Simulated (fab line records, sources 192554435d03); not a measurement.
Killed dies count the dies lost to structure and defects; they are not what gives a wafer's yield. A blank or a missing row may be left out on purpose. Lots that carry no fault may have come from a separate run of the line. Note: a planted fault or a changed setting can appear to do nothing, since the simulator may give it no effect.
A struck lot beside a sound one	flow n5_finfet	16 out of 1938 route steps
Sound: wafers L947.1, L947.2, L947.4. Struck: wafer L960.6 (L960.1, L960.5, from the same lot, were not struck and are left out); the cause is given at the end.
Each step with rows lists, per side, the tool, then ch with its chambers, then its first start. Under that, the readings that differ: sound wafers	struck wafers	difference of the means	sigmas: that difference in standard deviations of wafers without a fault.
alike: readings whose means differ by less than 2 such deviations, and words and numbers that are the same on both sides. not compared: withheld readings, readings that some wafer has no value for, bounds like >300 that may hide the same value, and numbers for which the record gives no deviation and whose values overlap.
A row with sigmas, a row that says differs or no value, or rows on one side alone: a step with any of these is where the two part. Numbers that don't overlap but have no deviation are shown without sigmas and don't part them. A reading that every wafer of one side lacks parts them only if that side has two wafers or more.

first, 4 steps without rows for these wafers: N5_BEOL_M6_HM_STRIP_39 (strips TiN in peroxide tin strip, target depth 25 nm, time 158 s); N5_BEOL_M6_SRD_40 (time 30 s); N5_BEOL_M6_PRECLEAN_42 (cleans in residue remover, time 60 s); N5_BEOL_M6_SRD_43 (time 30 s).
N5_BEOL_M6_CD_MEAS_35: target cd 40 nm, target cd y 28 nm.
  sound on cd_sem-02 at day 9 21:08; struck on cd_sem-02 at day 14 19:11
  alike: cd_nm
then, 1 step without rows for these wafers: N5_BEOL_M6_CURE_75 (cures SiCOH lowk, time 120 s).
N5_BEOL_M6_DEGAS_44: time 60 s.
  sound on pvd_sputter-03 at day 9 21:58; struck on pvd_sputter-03 at day 14 19:46
  alike: heater_power_w
N5_BEOL_M6_PRE_CLEAN_45: time 30 s.
  sound on pvd_sputter-03 at day 9 22:01; struck on pvd_sputter-03 at day 14 19:48
  alike: heater_power_w
N5_BEOL_M6_ALD_77: deposits TaN, target thk 2 nm, pulse time 2 s, purge time 3 s.
  sound on ald_metal-04 ch 0,2,3, day 9 22:05; struck on ald_metal-02 ch 0, day 14 19:52
  alike: heater_power_w, precursor_vessel_carrier_sccm
then, 2 steps without rows for these wafers: N5_BEOL_M6_SURFACE_TREAT_79; N5_BEOL_M6_CVD_78 (deposits Co from CCTBA/H2, target thk 2 nm, time 142.3 s).
N5_BEOL_M6_SPUTTER_48: material Cu, target thk 10 nm, time 1.667 s.
  sound on pvd_sputter-03 at day 9 22:55; struck on pvd_sputter-03 at day 14 20:36
  alike: chamber_pressure_pa, throttle_valve_pct
N5_BEOL_M6_ECD_50: material Cu, target thk 300 nm.
  sound on ecd_cu-02 ch 0,1, day 9 23:05; struck on ecd_cu-02 ch 0, day 14 20:44
reading	sound	struck	difference	sigmas
model.Cu_of_BEOL_M6_ECD_50.thk_nm (nm)	298.6 303 301.4	568.4	+267.4	
N5_BEOL_M6_ANNEAL_51: time 90 s.
  sound on rtp_anneal-02 ch 0, day 10 01:40; struck on rtp_anneal-02 ch 0, day 14 20:51
  alike: wafer_temp_C_max
N5_BEOL_M6_CMP_52: polishes, stops on SiCOH lowk, t overpolish 6.9 s, target thk 80 nm.
  sound on cmp-02 ch 0,1,3, day 10 01:57; struck on cmp-01 ch 2, day 14 21:13
reading	sound	struck	difference	sigmas
time_to_endpoint_s (s)	62 63 63	110	+47	+14
  alike: motor_current_A, platen_rpm, retaining_ring_pressure_frac
N5_BEOL_M6_THK_MEAS_53: measures by xrf.
  sound on film_metro-02 at day 10 02:15; struck on film_metro-02 at day 14 21:26
  alike: M6_THK

## WHERE THEY PART
Within this record, at N5_BEOL_M6_CMP_52 only. Later steps at which nothing parts them and some readings are alike: N5_BEOL_M6_THK_MEAS_53.

WHY: what had been put in by the simulator
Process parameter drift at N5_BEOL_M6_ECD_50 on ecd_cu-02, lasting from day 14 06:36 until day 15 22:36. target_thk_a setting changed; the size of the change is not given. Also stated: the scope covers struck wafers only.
